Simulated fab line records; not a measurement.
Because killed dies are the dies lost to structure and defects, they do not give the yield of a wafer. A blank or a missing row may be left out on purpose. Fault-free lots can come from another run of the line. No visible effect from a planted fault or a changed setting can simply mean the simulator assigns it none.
A struck lot beside a sound one ; flow n5 finfet ; 14 steps out of a route of 1938
Sound: wafers L187.1, L187.2, L187.3. Struck: wafers L192.1, L192.4. The cause is named last.
At each step with rows: each side's tool, then ch and its chambers, then its first start. Under that, the readings that differ: sound wafers ; struck wafers ; difference of the means ; sigmas: that difference in standard deviations of wafers without a fault.
alike: readings with means less than 2 such deviations apart, plus words and numbers identical on both sides. not compared: withheld readings, readings lacking a value on some wafer, bounds such as >300 that could conceal the same value, and numbers that have no deviation in the record and whose values overlap.
The two part at a step that has a row with sigmas, a row that says differs or no value, or rows on one side only. Numbers that have no deviation but don't overlap get no sigmas and don't part them. Lack of a reading on every wafer of one side parts them only where that side has two or more wafers.

first, 1 step without rows for these wafers: N5_BEOL_M12_HARDBAKE_32 (time 120 s).
N5_BEOL_M12_CD_MEAS_28: target cd 160.2 nm.
  sound on cd sem-01 ch 0, day 10 21:52; struck on cd sem-03 ch 0, day 12 07:28
  alike: cd nm
N5_BEOL_M12_OVL_MEAS_29:
  sound on overlay-01 ch 0, day 10 21:53; struck on overlay-02 ch 0, day 12 07:30
  alike: M12_OVL
N5_BEOL_M12_INSPECT_30: inspects for defects (macro).
  struck on defect inspect-02, day 12 07:31; sound on defect inspect-01, day 10 21:55
  alike: raw defect count
N5_BEOL_M12_DESCUM_33: chemistry O2, time 7.9 s.
  sound on rie diel-02 ch 0,1,2, day 10 21:57; struck on rie diel-04 ch 2, day 12 07:41
  alike: drypump motor current A, oes product au, rf vpp V, showerhead plenum p Torr, throttle valve pct
  not compared: rf hours counter h
N5_BEOL_M12_ETCH_67: etches SiARC in CF4, target depth 143 nm, time 238.3 s.
  sound on rie diel-02 ch 0,1,2, day 10 21:59; struck on rie diel-04 ch 2, day 12 07:43
  alike: cf4 flow sccm, drypump motor current A, etch rf on time s, oes product au, rf vpp V, showerhead plenum p Torr, throttle valve pct
  not compared: rf hours counter h
N5_BEOL_M12_ETCH_68: etches SOC in N2/H2, time 285 s.
  sound on rie diel-02 ch 0,1,2, day 10 22:08; struck on rie diel-04 ch 2, day 12 07:52
  alike: drypump motor current A, oes product au, rf vpp V, showerhead plenum p Torr, throttle valve pct
  not compared: rf hours counter h
then, 1 step without rows for these wafers: N5_BEOL_M12_STRIP_69 (strips in N2/H2).
N5_BEOL_M12_TRENCH_ETCH_34: etches SiOC in C4F8/O2/Ar, target depth 318.95 nm, time 125.5 s.
  sound on rie diel-02 ch 0,1,2, day 10 22:19; struck on rie diel-04 ch 2, day 12 08:02
  alike: drypump motor current A, oes product au, rf vpp V, showerhead plenum p Torr, throttle valve pct
  not compared: rf hours counter h
then, 1 step without rows for these wafers: N5_BEOL_M12_STRIP_70 (strips in C4F8/O2/Ar).
N5_BEOL_M12_OCD_MEAS_35:
  struck on ocd-02, day 12 08:11; sound on ocd-01, day 10 22:28
reading;sound;struck;difference;sigmas
trench depth nm (nm);316 313 312;322 327;+11;+2
N5_BEOL_M12_STRIP_37: strips in N2/H2.
  sound on plasma asher-02 ch 0,1, day 10 22:31; struck on plasma asher-01 ch 0, day 12 08:14
reading;sound;struck;difference;sigmas
drypump motor current A (A);6.5 6.0 6.5;4.9 4.9;-1.4;-3
  alike: heater power w, oes product au
  not compared: rf hours counter h
N5_BEOL_M12_ETCH_38: etches SiCN in CF4/N2, target depth 68.7 nm, time 73.4 s.
  sound on rie diel-02 ch 0,2,3, day 11 02:05; struck on rie diel-05 ch 0,1, day 12 11:20
reading;sound;struck;difference;sigmas
rf hours counter h (h);97 66 2;102 162;+77;
model.etch.depth nm (nm);59.89 60.89 59.23;54.57 53.77;-5.83;
  alike: cf4 flow sccm, drypump motor current A, oes product au, rf vpp V, showerhead plenum p Torr, throttle valve pct
then, 1 step without rows for these wafers: N5_BEOL_M12_PRECLEAN_39 (cleans in residue remover, time 60 s).

## WHERE THEY PART
First at N5_BEOL_M12_OCD_MEAS_35; last, within this record, at N5_BEOL_M12_STRIP_37. Later steps at which nothing parts them and some readings are alike: N5_BEOL_M12_ETCH_38.

WHY: the cause the simulator had injected
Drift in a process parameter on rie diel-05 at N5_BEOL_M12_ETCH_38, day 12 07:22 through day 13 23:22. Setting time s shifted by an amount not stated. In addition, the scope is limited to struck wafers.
